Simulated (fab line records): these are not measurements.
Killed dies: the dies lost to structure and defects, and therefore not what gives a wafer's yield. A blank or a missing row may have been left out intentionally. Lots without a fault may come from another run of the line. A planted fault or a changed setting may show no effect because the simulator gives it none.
Matching of chambers || flow n5-finfet || N5_BEOL_M4_ILD_DEP_00 on pecvd-01: 3 sister chambers
The step deposits SiOC from DEMS/O2, target thk 79 nm, time 15.3 s. 3 wafers are shown with their chamber, then 12 later ones without.

== WAFERS PAIRED WITH THEIR CHAMBERS ==
{"wafer": "L091.2", "chamber": 0, "heater-power-w (W)": 470}
{"wafer": "L091.3", "chamber": 2, "heater-power-w (W)": 623}
{"wafer": "L091.4", "chamber": 1, "heater-power-w (W)": 538}

== WAFERS WITH NO CHAMBER GIVEN ==
{"wafer": "L092.1", "heater-power-w (W)": 457}
{"wafer": "L092.2", "heater-power-w (W)": 548}
{"wafer": "L092.5", "heater-power-w (W)": 565}
{"wafer": "L095.1", "heater-power-w (W)": 598}
{"wafer": "L095.3", "heater-power-w (W)": 480}
{"wafer": "L095.4", "heater-power-w (W)": 575}
{"wafer": "L096.1", "heater-power-w (W)": 432}
{"wafer": "L096.2", "heater-power-w (W)": 593}
{"wafer": "L096.3", "heater-power-w (W)": 534}
{"wafer": "L097.1", "heater-power-w (W)": 592}
{"wafer": "L097.4", "heater-power-w (W)": 589}
{"wafer": "L097.5", "heater-power-w (W)": 479}

== WHICH CHAMBER EACH ONE RAN IN ==
{"wafer": "L092.1", "from the rows above": 0, "in truth": 0}
{"wafer": "L092.2", "from the rows above": 1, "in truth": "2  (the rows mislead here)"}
{"wafer": "L092.5", "from the rows above": "can't be placed: 1 or 2", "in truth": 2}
{"wafer": "L095.1", "from the rows above": "can't be placed: 2 or 1", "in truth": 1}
{"wafer": "L095.3", "from the rows above": "can't be placed: 0 or 1", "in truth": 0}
{"wafer": "L095.4", "from the rows above": "can't be placed: 1 or 2", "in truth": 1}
{"wafer": "L096.1", "from the rows above": 0, "in truth": 0}
{"wafer": "L096.2", "from the rows above": "can't be placed: 2 or 1", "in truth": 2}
{"wafer": "L096.3", "from the rows above": 1, "in truth": 1}
{"wafer": "L097.1", "from the rows above": "can't be placed: 2 or 1", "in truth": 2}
{"wafer": "L097.4", "from the rows above": "can't be placed: 2 or 1", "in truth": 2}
{"wafer": "L097.5", "from the rows above": "can't be placed: 0 or 1", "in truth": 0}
3 of 12 placed correctly. These rows do not allow placing 8 (true chamber among the candidates in 8). 1 placed wrongly.
How it was worked out, from the rows above alone: a wafer's distance from a chamber is the root of the sum, over the readings, of the square of ((its reading less the chamber's mean) divided by the reading's scatter). If the next closest chamber is less than 2 further off than the closest, the wafer can't be placed; otherwise it belongs to the closest. Each chamber's mean is taken over the wafers shown for it. The scatter: with one shown wafer a chamber, the root of the mean of the squares of how far each hidden wafer lies from its nearest shown one.
